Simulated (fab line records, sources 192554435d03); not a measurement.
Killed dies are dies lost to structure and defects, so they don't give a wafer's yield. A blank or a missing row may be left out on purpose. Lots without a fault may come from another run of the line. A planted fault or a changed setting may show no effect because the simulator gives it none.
A struck lot beside a sound one | flow n5_finfet | 15 steps out of a route of 1938
Sound: wafers L844.3, L844.5, L844.6. Struck: wafers L852.2, L852.4. The cause comes at the end.
At each step with rows: each side's tool, then ch and its chambers, then its first start. Under that, the readings that differ: sound wafers | struck wafers | difference of the means | sigmas: that difference in standard deviations of wafers without a fault.
alike: readings whose means differ by less than 2 such deviations, and words and numbers that are the same on both sides. not compared: withheld readings, readings that some wafer has no value for, bounds like >300 that may hide the same value, and numbers for which the record gives no deviation and whose values overlap.
The two part at a step that has a row with sigmas, a row that says differs or no value, or rows on one side only. Numbers that don't overlap but have no deviation are shown without sigmas and don't part them. A reading that every wafer of one side lacks parts them only if that side has two wafers or more.

N5_BEOL_M7_OVL_MEAS_29:
  sound on overlay-01 ch 0, day 11 22:35; struck on overlay-02 ch 0, day 14 03:02
  alike: V6_OVL
N5_BEOL_M7_INSPECT_30: inspects for defects (brightfield).
  sound on defect_inspect-01, day 11 22:37; struck on defect_inspect-01, day 14 03:06
  alike: raw_defect_count
N5_BEOL_M7_DESCUM_33: chemistry O2, time 7 s.
  sound on rie_diel-04 ch 0,2, day 11 23:32; struck on rie_diel-04 ch 0,3, day 14 03:08
  alike: drypump_motor_current_A, oes_product_au, rf_vpp_V, showerhead_plenum_p_Torr, temp_c, throttle_valve_pct
  not compared: rf_hours_counter_h
N5_BEOL_M7_ETCH_72: etches underlayer in N2/H2, target depth 6.5 nm, time 5.2 s.
  sound on rie_diel-04 ch 0,2, day 11 23:34; struck on rie_diel-04 ch 0,3, day 14 03:10
  alike: drypump_motor_current_A, etch_rf_on_time_s, oes_product_au, rf_vpp_V, showerhead_plenum_p_Torr, throttle_valve_pct
  not compared: rf_hours_counter_h
then, 1 step without rows for these wafers: N5_BEOL_M7_ETCH_65 (etches SiARC in CF4, target depth 15.6 nm, time 26 s).
N5_BEOL_M7_ETCH_66: etches SOC in N2/H2, target depth 80 nm, overetch 16 nm, time 120 s.
  sound on rie_diel-04 ch 0,2, day 11 23:37; struck on rie_diel-04 ch 0,3, day 14 03:13
  alike: drypump_motor_current_A, oes_product_au, rf_vpp_V, showerhead_plenum_p_Torr, temp_c, throttle_valve_pct
  not compared: rf_hours_counter_h
then, 5 steps without rows for these wafers: N5_BEOL_M7_STRIP_69 (strips in N2/H2); N5_BEOL_M7_STRIP_73 (strips in N2/H2); N5_BEOL_M7_VIA_ETCH_34 (etches SiCOH lowk in C4F6/O2, target depth 125.5 nm, time 50.5 s); N5_BEOL_M7_STRIP_76 (strips in C4F6/O2); N5_BEOL_M7_STRIP_36 (strips in N2/H2).
N5_BEOL_M7_TRENCH_ETCH_37: etches SiCOH lowk in C4F6/O2, target depth 93.478 nm, time 31.2 s.
  sound on rie_diel-04 ch 0,2; struck on rie_diel-04 ch 0,3
  alike: drypump_motor_current_A, oes_product_au, rf_vpp_V, showerhead_plenum_p_Torr, throttle_valve_pct
  not compared: rf_hours_counter_h
N5_BEOL_M7_ETCH_41: etches SiCN in CH3F/O2, target depth 31.9 nm, time 57.8 s.
  sound on rie_diel-04 ch 0,2, day 11 23:50; struck on rie_diel-04 ch 0,3, day 14 03:26
  reading                  | sound             | struck      | difference | sigmas
  model.etch.depth_nm (nm) | 22.41 22.44 22.11 | 17.27 17.01 | -5.18      |
  alike: drypump_motor_current_A, oes_product_au, rf_vpp_V, showerhead_plenum_p_Torr, throttle_valve_pct
  not compared: rf_hours_counter_h
N5_BEOL_M7_STRIP_80: strips in N2/H2, time 10 s.
  sound on rie_diel-04 ch 0,2; struck on rie_diel-04 ch 0,3
  alike: drypump_motor_current_A, oes_product_au, rf_vpp_V, showerhead_plenum_p_Torr, temp_c, throttle_valve_pct
  not compared: rf_hours_counter_h
N5_PASSIVATION_PROBE_49:
  the record has rows for the sound wafers here (prober-01, day 15 06:11) and none for the struck ones

WHERE THEY PART
Only at N5_PASSIVATION_PROBE_49, within this record.

WHY: what the simulator had put in
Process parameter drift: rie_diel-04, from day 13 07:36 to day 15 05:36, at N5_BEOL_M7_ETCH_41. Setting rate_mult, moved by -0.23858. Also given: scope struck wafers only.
